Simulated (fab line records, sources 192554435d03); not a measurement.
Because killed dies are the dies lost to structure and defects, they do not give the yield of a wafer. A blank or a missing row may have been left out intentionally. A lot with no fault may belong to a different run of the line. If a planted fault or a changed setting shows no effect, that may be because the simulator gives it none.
Struck lot and sound lot, side by side    flow n5_finfet    16 steps out of a route of 1938
Sound: wafers L438.2, L438.4, L438.6. Struck: wafer L444.5. (L444.2, L444.6 of the same lot were not struck and are left out.) The cause comes at the end.
Each step with rows lists, per side, the tool, then ch with its chambers, then its first start. Under that, the readings that differ: sound wafers    struck wafers    difference of the means    sigmas: that difference in standard deviations of wafers without a fault.
alike: readings whose means differ by less than 2 such deviations, and words and numbers that are the same on both sides. not compared: withheld readings, readings that some wafer has no value for, bounds like >300 that may hide the same value, and numbers for which the record gives no deviation and whose values overlap.
Wherever a step has rows on one side only, a row that says differs or no value, or a row with sigmas, the two part there. Numbers that have no deviation but don't overlap get no sigmas and don't part them. A reading that every wafer of one side lacks parts them only if that side has two wafers or more.

first, 4 steps without rows for these wafers: N5_BEOL_M2_HM_STRIP_39 (strips TiN in peroxide tin strip, target depth 25 nm, time 158 s); N5_BEOL_M2_SRD_40 (time 30 s); N5_BEOL_M2_PRECLEAN_42 (cleans in residue remover, time 60 s); N5_BEOL_M2_SRD_43 (time 30 s).
N5_BEOL_M2_CD_MEAS_35: target cd 18 nm, target cd y 22.2 nm.
  sound on cd_sem-03, day 7 10:29; struck on cd_sem-02, day 9 10:26
  alike: cd_nm
N5_BEOL_M2_DEGAS_44: time 60 s.
  sound on pvd_sputter-03, day 7 11:09; struck on pvd_sputter-01, day 9 10:49
  alike: heater_power_w
N5_BEOL_M2_PRE_CLEAN_45: time 30 s.
  sound on pvd_sputter-03, day 7 11:11; struck on pvd_sputter-01, day 9 10:51
reading             sound        struck  difference  sigmas
heater_power_w (W)  304 296 334  397     +86         +2
then, 1 step without rows for these wafers: N5_BEOL_M2_ALD_84 (deposits TaN, pulse time 2 s, purge time 3 s, co reactant purge time 2 s).
N5_BEOL_M2_SURFACE_TREAT_85:
  sound on pvd_sputter-01, day 7 11:29; struck on pvd_sputter-02, day 9 11:11
  not compared: throttle_valve_pct
then, 2 steps without rows for these wafers: N5_BEOL_M2_CVD_47 (deposits Co from CCTBA/H2, target thk 3 nm, time 223.8 s); N5_BEOL_M2_SPUTTER_48 (material Cu, target thk 4.5 nm, time 8.29 s).
N5_BEOL_M2_ANNEAL_49: time 240 s.
  sound on pvd_sputter-02, day 7 11:51; struck on pvd_sputter-02, day 9 11:33
  alike: heater_power_w
N5_BEOL_M2_SPUTTER_79: material Cu, target thk 4.5 nm, time 8.29 s.
  sound on pvd_sputter-02, day 7 11:59; struck on pvd_sputter-02, day 9 11:41
reading                   sound                    struck   difference  sigmas
chamber_pressure_pa (Pa)  0.06999 0.06975 0.07001  0.05717  -0.01275    -91
  alike: throttle_valve_pct
N5_BEOL_M2_ANNEAL_80: time 240 s.
  sound on pvd_sputter-02, day 7 12:04; struck on pvd_sputter-02, day 9 11:46
  alike: heater_power_w
N5_BEOL_M4_RC_MEAS_101:
  sound on prober-02 ch 0, day 9 13:32; struck on prober-01 ch 0, day 11 00:26
  alike: DIBL_N, DIBL_P, IOFF_N, IOFF_P, ION_N, ION_P, SS_N, SS_P, VT_N, VT_P
-- here the record skips 5 days between the struck wafers' starts before and after, leaving off in module BEOL_M4 and picking up in module PASSIVATION (first step shown: number 1936 of the route) --
N5_PASSIVATION_PROBE_49:
  the record has rows for the struck wafers here (prober-01, day 15 13:20) and none for the sound ones

== WHERE THEY PART ==
Last at N5_PASSIVATION_PROBE_49 as far as this record goes, first at N5_BEOL_M2_PRE_CLEAN_45.

WHY: whatever the simulator had introduced
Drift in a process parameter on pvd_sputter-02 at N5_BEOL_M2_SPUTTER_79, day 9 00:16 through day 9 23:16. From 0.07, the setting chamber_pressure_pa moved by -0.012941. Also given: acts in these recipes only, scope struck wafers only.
